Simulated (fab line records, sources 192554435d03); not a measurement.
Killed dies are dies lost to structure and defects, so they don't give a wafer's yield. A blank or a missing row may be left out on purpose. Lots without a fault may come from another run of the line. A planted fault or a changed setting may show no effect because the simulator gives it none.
Chamber matching | flow n5_finfet | N5_DUMMY_GATE_ETCH_42 on rie_diel-05: 4 sister chambers
The step etches SiO2 in CHF3/O2, target depth 3.5 nm, time 31 s. 20 wafers are shown with their chamber, then 10 later ones without.

WAFERS WITH THEIR CHAMBER
wafer  | chamber | showerhead_plenum_p_Torr (Torr) | drypump_motor_current_A (A) | throttle_valve_pct (%)
L074.3 | 1       | 2.31                            | 6.1                         | 18.49
L074.4 | 3       | 2.52                            | 5.8                         | 18.95
L074.5 | 1       | 2.31                            | 6.1                         | 18.49
L078.1 | 3       | 2.52                            | 5.8                         | 18.97
L078.2 | 0       | 2.33                            | 5.5                         | 18.93
L078.5 | 0       | 2.33                            | 5.5                         | 18.93
L079.3 | 3       | 2.52                            | 5.8                         | 18.95
L079.4 | 1       | 2.31                            | 6.1                         | 18.52
L079.6 | 1       | 2.31                            | 6.1                         | 18.51
L080.3 | 2       | 2.48                            | 5.6                         | 18.95
L080.4 | 0       | 2.33                            | 5.6                         | 18.93
L080.5 | 0       | 2.33                            | 5.6                         | 18.95
L087.1 | 0       | 2.32                            | 5.6                         | 18.96
L087.4 | 3       | 2.51                            | 5.8                         | 18.97
L087.5 | 0       | 2.32                            | 5.6                         | 18.97
L090.1 | 3       | 2.51                            | 5.8                         | 18.98
L090.2 | 0       | 2.32                            | 5.5                         | 18.98
L090.5 | 1       | 2.30                            | 6.1                         | 18.54
L091.2 | 1       | 2.30                            | 6.1                         | 18.55
L091.3 | 0       | 2.32                            | 5.6                         | 18.99

SIGNATURES (means of the wafers above)
reading                  | chamber 0 | chamber 1 | chamber 2 | chamber 3 | scatter within a chamber
showerhead_plenum_p_Torr | 2.3250    | 2.3067    | 2.4800    | 2.5160    | 0.00532
drypump_motor_current_A  | 5.562     | 6.100     | 5.600     | 5.800     | 0.0342
throttle_valve_pct       | 18.9550   | 18.5167   | 18.9500   | 18.9640   | 0.0222
Rule: a wafer's distance from a chamber is the root of the sum, over the readings, of the square of ((its reading less the chamber's mean) divided by the reading's scatter). The wafer belongs to the nearest chamber; if the next one is less than 2 further off, it can't be placed. The scatter: the root of (the sum of the squares of (reading less its chamber's mean) over the shown wafers, divided by (wafers less chambers)).

WAFERS WITHOUT THEIR CHAMBER
wafer  | showerhead_plenum_p_Torr (Torr) | drypump_motor_current_A (A) | throttle_valve_pct (%)
L091.6 | 2.30                            | 6.1                         | 18.55
L092.2 | 2.30                            | 6.1                         | 18.56
L092.3 | 2.51                            | 5.8                         | 18.99
L092.4 | 2.30                            | 6.1                         | 18.54
L096.1 | 2.32                            | 5.5                         | 19.00
L096.3 | 2.51                            | 5.8                         | 19.01
L096.5 | 2.47                            | 5.6                         | 18.99
L097.1 | 2.30                            | 6.1                         | 18.56
L097.3 | 2.51                            | 5.8                         | 19.01
L097.5 | 2.47                            | 5.6                         | 18.99

WHICH CHAMBER EACH WENT THROUGH
wafer  | from the rows above | in truth
L091.6 | 1                   | 1
L092.2 | 1                   | 1
L092.3 | 3                   | 3
L092.4 | 1                   | 1
L096.1 | 0                   | 0
L096.3 | 3                   | 3
L096.5 | 2                   | 2
L097.1 | 1                   | 1
L097.3 | 3                   | 3
L097.5 | 2                   | 2
Placed correctly: 10 of 10. Can't be placed from these rows: 0. Placed wrongly: 0.
